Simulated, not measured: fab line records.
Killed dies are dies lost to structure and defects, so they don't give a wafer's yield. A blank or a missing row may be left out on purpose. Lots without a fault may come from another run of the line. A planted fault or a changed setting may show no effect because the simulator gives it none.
Split-lot study + flow n5 finfet + 7 lots, 39 wafers read, on a route of 1938 steps

## ABOUT THE SPLIT
At N5_BEOL_M13_ILD_DEP_00 (deposits SiOC from DEMS/O2, target thk 837.92 nm, time 166.4 s), the setting time s was moved away from the recipe's 166.4 s on 15 of the 39 wafers read, by -39.6% to +54.6%. All remaining wafers had this setting at the recipe value.

Split to reading: the file shows no intervening step.

## THE READING
M13_ILD_THK (nm), taken at N5_BEOL_M13_THK_MEAS_01. A value of 838 nm with a standard deviation of 13 nm is what fault-free wafers of this fab line usually give.

| wafer  | tool, chamber at the split | time s as run, s | against the recipe | M13_ILD_THK, nm | against lot-mates on the recipe |
|--------|----------------------------|------------------|--------------------|-----------------|---------------------------------|
| L075.1 | pecvd-03, 1                | 166.4            | recipe             | 853             | -                               |
| L075.2 | pecvd-03, 2                | 130.1            | -21.8%             | 662             | -178                            |
| L075.3 | pecvd-03, 0                | 166.4            | recipe             | 829             | -                               |
| L075.4 | pecvd-03, 2                | 130.1            | -21.8%             | 681             | -159                            |
| L075.5 | pecvd-03, 0                | 166.4            | recipe             | 839             | -                               |
| L075.6 | pecvd-03, 1                | 130.1            | -21.8%             | 679             | -161                            |
| L076.1 | pecvd-02, 1                | 100.5            | -39.6%             | 491             | -355                            |
| L076.2 | pecvd-02, 2                | 166.4            | recipe             | 843             | -                               |
| L076.3 | pecvd-02, 0                | 166.4            | recipe             | 842             | -                               |
| L076.4 | pecvd-02, 2                | 166.4            | recipe             | 853             | -                               |
| L076.5 | pecvd-02, 0                | 100.5            | -39.6%             | 536             | -310                            |
| L076.6 | pecvd-02, 1                | 100.5            | -39.6%             | 500             | -346                            |
| L081.1 | pecvd-02, 2                | 166.4            | recipe             | 845             | -                               |
| L081.2 | pecvd-02, 1                | 257.2            | +54.6%             | 1277            | +426                            |
| L081.3 | pecvd-02, 0                | 257.2            | +54.6%             | 1289            | +438                            |
| L081.4 | pecvd-02, 0                | 166.4            | recipe             | 862             | -                               |
| L081.5 | pecvd-02, 2                | 166.4            | recipe             | 845             | -                               |
| L081.6 | pecvd-02, 1                | 257.2            | +54.6%             | 1297            | +446                            |
| L082.1 | pecvd-04, 2                | 166.4            | recipe             | 827             | -                               |
| L082.2 | pecvd-04, 1                | 166.4            | recipe             | 836             | -                               |
| L082.3 | pecvd-04, 0                | 166.4            | recipe             | 835             | -                               |
| L082.4 | pecvd-04, 0                | 166.4            | recipe             | 850             | -                               |
| L082.5 | pecvd-04, 1                | 166.4            | recipe             | 841             | -                               |
| L082.6 | pecvd-04, 2                | 166.4            | recipe             | 840             | -                               |
| L086.1 | pecvd-02, 2                | 111.4            | -33.1%             | 558             | -273                            |
| L086.2 | pecvd-02, 0                | 111.4            | -33.1%             | 558             | -273                            |
| L086.3 | pecvd-02, 1                | 166.4            | recipe             | 809             | -                               |
| L086.4 | pecvd-02, 0                | 166.4            | recipe             | 836             | -                               |
| L086.5 | pecvd-02, 2                | 166.4            | recipe             | 848             | -                               |
| L086.6 | pecvd-02, 1                | 111.4            | -33.1%             | 548             | -283                            |
| L092.1 | pecvd-03, 1                | 166.4            | recipe             | 846             | -                               |
| L092.2 | pecvd-03, 0                | 166.4            | recipe             | 811             | -                               |
| L092.6 | pecvd-03, 2                | 166.4            | recipe             | 842             | -                               |
| L095.1 | pecvd-02, 1                | 166.4            | recipe             | 815             | -                               |
| L095.2 | pecvd-02, 2                | 238.6            | +43.4%             | 1186            | +359                            |
| L095.3 | pecvd-02, 0                | 166.4            | recipe             | 829             | -                               |
| L095.4 | pecvd-02, 1                | 166.4            | recipe             | 838             | -                               |
| L095.5 | pecvd-02, 2                | 238.6            | +43.4%             | 1210            | +383                            |
| L095.6 | pecvd-02, 0                | 238.6            | +43.4%             | 1216            | +389                            |

FIT RESULTS
A straight line over all 39 wafers: M13_ILD_THK changes by +8.3 nm for each +1% of time s; r = +1.00; the points scatter about the line by 14 nm.
The same after taking each lot's own level away (the mean of its wafers on the recipe; 39 wafers): +8.29 nm for each +1%; r = +1.00; scatter 14 nm.
That fit puts the effect of the largest move of time s on the reading at 4.5e+02 nm.
The lots' own levels span 827.3 to 850.7 nm, that is 1.8 times the standard deviation above.
Hence the lot-to-lot level has little effect on the slope; both slopes agree.
Check: +457 nm against its lot-mates is what the line predicts for one of the wafers moved furthest among these (+54.6%) when that wafer is left out of the fit. Against them it came out at +426 nm.

## THE WHOLE CHAIN: every reading that the file lists as answering this split, in the file's order
| step                    | what it does                                                   | reading                                                                             | change (the file's fit)                                                                       | r (the file's) |
|-------------------------|----------------------------------------------------------------|-------------------------------------------------------------------------------------|-----------------------------------------------------------------------------------------------|----------------|
| N5_BEOL_M13_ILD_DEP_00  | deposits SiOC from DEMS/O2, target thk 837.92 nm, time 166.4 s | SiOC_of_BEOL_M13_ILD_DEP_00.thk nm (the simulator's own value, which no gauge read) | +8.28 nm for each +1% of the setting                                                          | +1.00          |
| N5_BEOL_M13_THK_MEAS_01 |                                                                | M13_ILD_THK                                                                         | +8.29 for each +1% of the setting                                                             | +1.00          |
| N5_BEOL_M13_VIA_ETCH_16 | etches SiOC in C4F8/O2/Ar, target depth 921.7 nm               | BARC_of_BEOL_M13_COAT_58.thk nm (the simulator's own value, which no gauge read)    | not straight: 89.2 at the lowest setting, 89.06 at the recipe, 26.93 at the highest           | not given      |
| N5_BEOL_M13_VIA_ETCH_16 | etches SiOC in C4F8/O2/Ar, target depth 921.7 nm               | coat_of_BEOL_M13_COAT_04.thk nm (the simulator's own value, which no gauge read)    | -1.82 nm for each +1% of the setting                                                          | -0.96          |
| N5_BEOL_M13_VIA_ETCH_16 | etches SiOC in C4F8/O2/Ar, target depth 921.7 nm               | etch.depth nm (the simulator's own value, which no gauge read)                      | +8.28 nm for each +1% of the setting                                                          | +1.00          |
| N5_BEOL_M13_STRIP_63    | strips in N2/H2                                                | oes product au                                                                      | not straight: 0.710 at the lowest setting, 0.675 at the recipe, 0.232 at the highest          | not given      |
| N5_BEOL_M13_STRIP_63    | strips in N2/H2                                                | strip time to endpoint s                                                            | not straight: withheld at the lowest setting, withheld at the recipe, withheld at the highest | not given      |
| N5_BEOL_M13_STRIP_64    | strips in N2/H2                                                | strip time to endpoint s                                                            | not straight: withheld at the lowest setting, withheld at the recipe, withheld at the highest | not given      |

## THE FILE'S OWN FIT
M13_ILD_THK changes by +8.29 nm for each +1% of time s, r = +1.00.
